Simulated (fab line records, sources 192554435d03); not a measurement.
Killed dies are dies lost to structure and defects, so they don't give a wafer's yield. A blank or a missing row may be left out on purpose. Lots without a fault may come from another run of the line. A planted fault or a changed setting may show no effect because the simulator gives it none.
Chamber matching | flow n5_finfet | N5_SDB_HM_OPEN_20 on rie_diel-03: 4 sister chambers
The step chemistry CH3F/O2, target SiNx, stops on poly-Si, target depth 24 nm. 4 wafers are shown with their chamber, then 7 later ones without.

WAFERS WITH THEIR CHAMBER
wafer  | chamber | drypump_motor_current_A (A)
L079.1 | 3       | 5.3
L080.2 | 0       | 5.5
L083.3 | 2       | 5.8
L083.5 | 1       | 6.6

WAFERS WITHOUT THEIR CHAMBER
wafer  | drypump_motor_current_A (A)
L083.6 | 5.7
L082.2 | 5.7
L082.4 | 5.2
L082.6 | 6.6
L087.2 | 5.8
L087.3 | 5.3
L087.4 | 5.5

WHICH CHAMBER EACH WENT THROUGH
wafer  | from the rows above     | in truth
L083.6 | can't be placed: 2 or 0 | 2
L082.2 | can't be placed: 2 or 0 | 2
L082.4 | 3                       | 3
L082.6 | 1                       | 1
L087.2 | 2                       | 2
L087.3 | 3                       | 3
L087.4 | 0                       | 0
Placed correctly: 5 of 7. Can't be placed from these rows: 2 (the true chamber is among the candidates in 2). Placed wrongly: 0.
How it was worked out, from the rows above alone: a wafer's distance from a chamber is the root of the sum, over the readings, of the square of ((its reading less the chamber's mean) divided by the reading's scatter). The wafer belongs to the nearest chamber; if the next one is less than 2 further off, it can't be placed. A chamber's mean is the mean of its shown wafers. The scatter: with one shown wafer a chamber, the root of the mean of the squares of how far each hidden wafer lies from its nearest shown one.
